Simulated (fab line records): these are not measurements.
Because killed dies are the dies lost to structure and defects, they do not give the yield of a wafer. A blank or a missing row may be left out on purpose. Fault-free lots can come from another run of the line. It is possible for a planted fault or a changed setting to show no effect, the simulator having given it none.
Chamber matching ; flow n5 finfet ; 4 sister chambers for N5_BEOL_M9_ETCH_66 on rie diel-01
The step etches SOC in N2/H2, target depth 80 nm, overetch 16 nm, time 120 s. 8 wafers are shown with their chamber, then 12 later ones without.

## EACH WAFER AND ITS CHAMBER
wafer;chamber;showerhead plenum p Torr (Torr);oes product au (a.u.)
L086.4;1;2.52;0.55
L086.5;3;2.43;0.55
L088.4;1;2.52;0.55
L089.2;0;2.54;0.60
L089.5;2;2.50;0.74
L091.1;0;2.54;0.60
L091.2;2;2.50;0.71
L091.3;3;2.42;0.54

## WAFERS MISSING THEIR CHAMBER
wafer;showerhead plenum p Torr (Torr);oes product au (a.u.)
L093.2;2.49;0.70
L093.3;2.42;0.54
L093.4;2.54;0.59
L097.2;2.42;0.53
L097.4;2.49;0.69
L097.5;2.49;0.69
L096.1;2.42;0.54
L096.2;2.51;0.54
L096.4;2.54;0.58
L095.2;2.51;0.54
L095.3;2.54;0.58
L095.4;2.49;0.69

## THE CHAMBER EACH PASSED THROUGH
wafer;from the rows above;in truth
L093.2;2;2
L093.3;3;3
L093.4;0;0
L097.2;3;3
L097.4;2;2
L097.5;2;2
L096.1;3;3
L096.2;1;1
L096.4;0;0
L095.2;1;1
L095.3;0;0
L095.4;2;2
Correct placement for 12 of the 12. From these rows, 0 cannot be placed. Wrongly placed: 0.
How it was worked out, from the rows above alone: a wafer's distance from a chamber is the root of the sum, over the readings, of the square of ((its reading less the chamber's mean) divided by the reading's scatter). If the next closest chamber is less than 2 further off than the closest, the wafer can't be placed; otherwise it belongs to the closest. Each chamber's mean is taken over the wafers shown for it. The scatter: the root of (the sum of the squares of (reading less its chamber's mean) over the shown wafers, divided by (wafers less chambers)).
